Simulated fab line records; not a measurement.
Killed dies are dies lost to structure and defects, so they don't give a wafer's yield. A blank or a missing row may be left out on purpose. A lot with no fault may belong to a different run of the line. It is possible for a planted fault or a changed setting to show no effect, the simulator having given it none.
Which tool did it? :: flow nand_harc :: Sampling: 13 lots, 39 wafers, 4 of 1159 route steps

== WHAT THE GAUGES READ, wafer by wafer ==
NHARC_P_M1_CD_MEAS_09: the cd target is 130 nm. Usual: cd_nm 129.9 nm, standard deviation 0.65.
lot: L950
measured: day 6 13:58
on: cd_sem-01
cd_nm (nm): 130.3 129.6 130.0
flag: 

lot: L951
measured: day 6 18:04
on: cd_sem-01
cd_nm (nm): 130.4 131.2 130.7
flag: 

lot: L953
measured: day 6 23:02
on: cd_sem-01
cd_nm (nm): 129.9 130.7 130.4
flag: 

lot: L952
measured: day 6 23:33
on: cd_sem-01
cd_nm (nm): 114.1 130.2 130.1
flag: OFF

lot: L964
measured: day 10 02:02
on: cd_sem-03
cd_nm (nm): 128.7 128.5 128.6
flag: 

lot: L965
measured: day 10 02:35
on: cd_sem-03
cd_nm (nm): 129.3 129.3 129.6
flag: 

lot: L966
measured: day 10 07:10
on: cd_sem-01
cd_nm (nm): 129.7 129.7 129.6
flag: 

lot: L968
measured: day 10 11:10
on: cd_sem-03
cd_nm (nm): 129.9 130.8 130.1
flag: 

lot: L969
measured: day 10 20:14
on: cd_sem-03
cd_nm (nm): 130.9 130.6 131.4
flag: 

lot: L971
measured: day 11 04:41
on: cd_sem-03
cd_nm (nm): 130.0 129.3 129.6
flag: 

lot: L972
measured: day 11 05:15
on: cd_sem-01
cd_nm (nm): 130.5 131.1 130.0
flag: 

lot: L970
measured: day 11 07:16
on: cd_sem-02
cd_nm (nm): 129.4 129.5 130.1
flag: 

lot: L973
measured: day 11 20:09
on: cd_sem-01
cd_nm (nm): 129.5 130.3 130.1
flag: 

NHARC_P_M1_OVL_MEAS_10: pitch 260 nm. Usual: overlay_x_nm 0.1 nm, standard deviation 0.84; overlay_y_nm -0.3 nm, standard deviation 0.82.
lot: L950
measured: day 6 14:03
on: overlay-01
overlay_x_nm (nm): 0.7 0.0 0.3
overlay_y_nm (nm): 0.0 -0.1 0.1
flag: 

lot: L951
measured: day 6 18:09
on: overlay-02
overlay_x_nm (nm): -0.1 0.0 -0.2
overlay_y_nm (nm): -0.3 -0.5 0.1
flag: 

lot: L953
measured: day 6 23:07
on: overlay-02
overlay_x_nm (nm): 0.6 0.8 0.0
overlay_y_nm (nm): -0.3 -1.1 -0.6
flag: 

lot: L952
measured: day 6 23:38
on: overlay-02
overlay_x_nm (nm): 3.1 2.8 3.3
overlay_y_nm (nm): 0.7 0.3 0.7
flag: OFF

lot: L964
measured: day 10 02:08
on: overlay-01
overlay_x_nm (nm): 0.5 0.2 0.2
overlay_y_nm (nm): -0.9 -0.6 -0.5
flag: 

lot: L965
measured: day 10 02:40
on: overlay-01
overlay_x_nm (nm): 0.3 0.4 0.1
overlay_y_nm (nm): -0.3 -0.7 0.1
flag: 

lot: L966
measured: day 10 07:15
on: overlay-01
overlay_x_nm (nm): -0.9 -1.2 -1.3
overlay_y_nm (nm): 1.2 0.8 1.0
flag: 

lot: L968
measured: day 10 11:15
on: overlay-02
overlay_x_nm (nm): -1.0 -0.5 -1.2
overlay_y_nm (nm): -1.1 -1.0 -1.4
flag: 

lot: L969
measured: day 10 20:19
on: overlay-01
overlay_x_nm (nm): 0.2 0.5 0.7
overlay_y_nm (nm): -1.4 -1.3 -1.7
flag: 

lot: L971
measured: day 11 04:47
on: overlay-01
overlay_x_nm (nm): -0.8 -0.5 -0.4
overlay_y_nm (nm): -0.8 -1.0 -1.0
flag: 

lot: L972
measured: day 11 05:21
on: overlay-01
overlay_x_nm (nm): 0.0 0.5 0.6
overlay_y_nm (nm): 0.2 -0.7 0.2
flag: 

lot: L970
measured: day 11 07:21
on: overlay-02
overlay_x_nm (nm): 0.8 0.5 0.8
overlay_y_nm (nm): -2.1 -2.3 -2.1
flag: 

lot: L973
measured: day 11 20:14
on: overlay-01
overlay_x_nm (nm): 0.4 0.4 0.6
overlay_y_nm (nm): 0.5 -0.1 0.0
flag: 

== EACH LOT AND THE TOOL THAT RAN IT (in order: tool; ch and the chambers of the sampled wafers; start) ==
lot: L950
NHARC_P_M0_DESCUM_14: rie_diel-07 ch 1,2,3, day 6 10:00
NHARC_P_M1_PEB_07: litho_track-06 ch 0, day 6 13:53

lot: L951
NHARC_P_M0_DESCUM_14: rie_diel-07 ch 0,3, day 6 14:11
NHARC_P_M1_PEB_07: litho_track-01 ch 0, day 6 17:59

lot: L953
NHARC_P_M0_DESCUM_14: rie_diel-10 ch 0,3, day 6 19:05
NHARC_P_M1_PEB_07: litho_track-01 ch 0, day 6 22:57

lot: L952
NHARC_P_M0_DESCUM_14: rie_diel-07 ch 0,2,3, day 6 19:41
NHARC_P_M1_PEB_07: litho_track-01 ch 0, day 6 23:28

lot: L964
NHARC_P_M0_DESCUM_14: rie_diel-02 ch 1,3, day 9 22:19
NHARC_P_M1_PEB_07: litho_track-04 ch 0, day 10 01:58

lot: L965
NHARC_P_M0_DESCUM_14: rie_diel-10 ch 1,2,3, day 9 22:41
NHARC_P_M1_PEB_07: litho_track-06 ch 0, day 10 02:29

lot: L966
NHARC_P_M0_DESCUM_14: rie_diel-07 ch 2,3, day 10 03:07
NHARC_P_M1_PEB_07: litho_track-06 ch 0, day 10 07:05

lot: L968
NHARC_P_M0_DESCUM_14: rie_diel-02 ch 0,1,2, day 10 07:12
NHARC_P_M1_PEB_07: litho_track-06 ch 0, day 10 11:05

lot: L969
NHARC_P_M0_DESCUM_14: rie_diel-10 ch 1,2,3, day 10 16:15
NHARC_P_M1_PEB_07: litho_track-04 ch 0, day 10 20:09

lot: L971
NHARC_P_M0_DESCUM_14: rie_diel-02 ch 0,1, day 11 00:46
NHARC_P_M1_PEB_07: litho_track-06 ch 0, day 11 04:37

lot: L972
NHARC_P_M0_DESCUM_14: rie_diel-10 ch 1,3, day 11 01:13
NHARC_P_M1_PEB_07: litho_track-01 ch 0, day 11 05:10

lot: L970
NHARC_P_M0_DESCUM_14: rie_diel-02 ch 0,1,2, day 11 03:23
NHARC_P_M1_PEB_07: litho_track-06 ch 0, day 11 07:11

lot: L973
NHARC_P_M0_DESCUM_14: rie_diel-10 ch 1,2,3, day 11 12:31
NHARC_P_M1_PEB_07: litho_track-06 ch 0, day 11 20:04
- NHARC_P_M0_DESCUM_14: chemistry O2, time 3 s.
- NHARC_P_M1_PEB_07: peb time 65 s.

== AS READ BY THE TOOLS THEMSELVES (means over the sampled wafers that have a number; for cases with no such wafer, the mark the record gives instead) ==
NHARC_P_M0_DESCUM_14. Usual: drypump_motor_current_A 5.7 A, standard deviation 0.33; oes_product_au 0.997 a.u., standard deviation 0.009; rf_vpp_V 58.1 V, standard deviation 0.9; showerhead_plenum_p_Torr 1.97 Torr, standard deviation 0.083; throttle_valve_pct 11.310 %, standard deviation 0.0086.
lot: L950
tool: rie_diel-07
drypump_motor_current_A (A): 5.3
oes_product_au (a.u.): 0.998
rf_vpp_V (V): 58.2
showerhead_plenum_p_Torr (Torr): 1.98
throttle_valve_pct (%): 11.315
flag: 

lot: L951
tool: rie_diel-07
drypump_motor_current_A (A): 5.5
oes_product_au (a.u.): 0.999
rf_vpp_V (V): 57.7
showerhead_plenum_p_Torr (Torr): 1.86
throttle_valve_pct (%): 11.305
flag: 

lot: L953
tool: rie_diel-10
drypump_motor_current_A (A): 5.5
oes_product_au (a.u.): 0.996
rf_vpp_V (V): 57.2
showerhead_plenum_p_Torr (Torr): 1.89
throttle_valve_pct (%): 11.308
flag: 

lot: L952
tool: rie_diel-07
drypump_motor_current_A (A): 5.5
oes_product_au (a.u.): 0.995
rf_vpp_V (V): 57.7
showerhead_plenum_p_Torr (Torr): 1.94
throttle_valve_pct (%): 11.315
flag: 

lot: L964
tool: rie_diel-02
drypump_motor_current_A (A): 5.7
oes_product_au (a.u.): 0.994
rf_vpp_V (V): 58.1
showerhead_plenum_p_Torr (Torr): 1.92
throttle_valve_pct (%): 11.316
flag: 

lot: L965
tool: rie_diel-10
drypump_motor_current_A (A): 5.8
oes_product_au (a.u.): 0.984
rf_vpp_V (V): 58.3
showerhead_plenum_p_Torr (Torr): 2.03
throttle_valve_pct (%): 11.309
flag: 

lot: L966
tool: rie_diel-07
drypump_motor_current_A (A): 5.4
oes_product_au (a.u.): 0.999
rf_vpp_V (V): 58.0
showerhead_plenum_p_Torr (Torr): 1.90
throttle_valve_pct (%): 11.310
flag: 

lot: L968
tool: rie_diel-02
drypump_motor_current_A (A): 5.9
oes_product_au (a.u.): 0.994
rf_vpp_V (V): 57.7
showerhead_plenum_p_Torr (Torr): 1.98
throttle_valve_pct (%): 11.316
flag: 

lot: L969
tool: rie_diel-10
drypump_motor_current_A (A): 5.8
oes_product_au (a.u.): 0.992
rf_vpp_V (V): 58.1
showerhead_plenum_p_Torr (Torr): 2.03
throttle_valve_pct (%): 11.305
flag: 

lot: L971
tool: rie_diel-02
drypump_motor_current_A (A): 5.8
oes_product_au (a.u.): 0.988
rf_vpp_V (V): 58.3
showerhead_plenum_p_Torr (Torr): 1.96
throttle_valve_pct (%): 11.306
flag: 

lot: L972
tool: rie_diel-10
drypump_motor_current_A (A): 5.7
oes_product_au (a.u.): 0.995
rf_vpp_V (V): 57.6
showerhead_plenum_p_Torr (Torr): 2.02
throttle_valve_pct (%): 11.309
flag: 

lot: L970
tool: rie_diel-02
drypump_motor_current_A (A): 5.9
oes_product_au (a.u.): 1.000
rf_vpp_V (V): 58.4
showerhead_plenum_p_Torr (Torr): 1.97
throttle_valve_pct (%): 11.305
flag: 

lot: L973
tool: rie_diel-10
drypump_motor_current_A (A): 5.8
oes_product_au (a.u.): 0.987
rf_vpp_V (V): 59.0
showerhead_plenum_p_Torr (Torr): 2.03
throttle_valve_pct (%): 11.311
flag: 

NHARC_P_M1_PEB_07. Usual: heater_power_total_W 156.7 W, standard deviation 0.4.
lot: L950
tool: litho_track-06
heater_power_total_W (W): 156.7
flag: 

lot: L951
tool: litho_track-01
heater_power_total_W (W): 156.5
flag: 

lot: L953
tool: litho_track-01
heater_power_total_W (W): 156.7
flag: 

lot: L952
tool: litho_track-01
heater_power_total_W (W): 169.9
flag: OFF

lot: L964
tool: litho_track-04
heater_power_total_W (W): 156.6
flag: 

lot: L965
tool: litho_track-06
heater_power_total_W (W): 156.6
flag: 

lot: L966
tool: litho_track-06
heater_power_total_W (W): 156.5
flag: 

lot: L968
tool: litho_track-06
heater_power_total_W (W): 156.4
flag: 

lot: L969
tool: litho_track-04
heater_power_total_W (W): 156.9
flag: 

lot: L971
tool: litho_track-06
heater_power_total_W (W): 156.4
flag: 

lot: L972
tool: litho_track-01
heater_power_total_W (W): 157.0
flag: 

lot: L970
tool: litho_track-06
heater_power_total_W (W): 156.7
flag: 

lot: L973
tool: litho_track-06
heater_power_total_W (W): 156.6
flag: 

== THE ANSWER, worked out from the rows above alone ==
Rule: a lot is off if the mean of its wafers that have a number lies more than 3 standard deviations from the usual mean. Also off: a lot with no number at a reading for which 4 or more lots have one. The other lots that the step has rows for count as sound. Order of review: gauges by route order, followed by the tools' own readings, for which a lot's mean as printed above is used. The first step at which some lot is off is used, and at that step the reading that is off furthest; a lot without a number counts as furthest.
Off at NHARC_P_M1_CD_MEAS_09 (cd_nm): L952.
If a tool, at a process step before that reading, ran all the lots that are off and no sound lot after the first of them, it fits. Not tried: the gauges at NHARC_P_M1_CD_MEAS_09; whatever is off there is also off at NHARC_P_M1_OVL_MEAS_10, on other tools, and gauge error can't account for it. None of those tried fits.

== WHAT THE SIMULATOR PUT IN ==
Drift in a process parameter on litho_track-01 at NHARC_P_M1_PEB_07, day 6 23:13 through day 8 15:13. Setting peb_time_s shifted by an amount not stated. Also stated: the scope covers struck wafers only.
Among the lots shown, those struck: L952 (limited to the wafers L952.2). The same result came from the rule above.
